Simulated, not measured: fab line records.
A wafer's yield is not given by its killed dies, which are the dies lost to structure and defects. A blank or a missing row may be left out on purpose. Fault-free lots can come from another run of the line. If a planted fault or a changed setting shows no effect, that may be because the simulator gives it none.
Chamber matching ; flow n5Finfet ; rieDiel-06 running N5_BEOL_M2_ETCH_64: 4 sister chambers
The step etches SOC in N2/H2, target depth 75 nm, overetch 22.5 nm, time 121.9 s. 4 wafers are shown with their chamber, then 8 later ones without.

## WAFERS WITH THEIR CHAMBER
wafer;chamber;throttleValvePct (%)
L091.6;1;17.74
L090.5;3;18.13
L090.6;0;17.87
L092.1;2;17.78

## WAFERS WHOSE CHAMBER IS MISSING
wafer;throttleValvePct (%)
L092.4;17.78
L092.6;17.88
L093.3;17.69
L093.4;17.91
L093.6;17.69
L095.1;17.75
L095.2;17.68
L095.4;17.91

## WHICH CHAMBER EACH WENT THROUGH
wafer;from the rows above;in truth
L092.4;can't be placed: 2 or 1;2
L092.6;0;0
L093.3;can't be placed: 1 or 2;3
L093.4;0;0
L093.6;can't be placed: 1 or 2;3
L095.1;can't be placed: 1 or 2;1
L095.2;can't be placed: 1 or 2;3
L095.4;0;0
Correct placement for 3 of the 8. From these rows, 5 cannot be placed; in 2 the true chamber is one of the candidates. 0 placed wrongly.
How it was worked out, from the rows above alone: a wafer's distance from a chamber is the root of the sum, over the readings, of the square of ((its reading less the chamber's mean) divided by the reading's scatter). If the next closest chamber is less than 2 further off than the closest, the wafer can't be placed; otherwise it belongs to the closest. For every chamber, the mean is computed from those of its wafers that are shown. The scatter: root of mean squared gap, hidden wafer to nearest shown wafer, with one shown wafer a chamber.
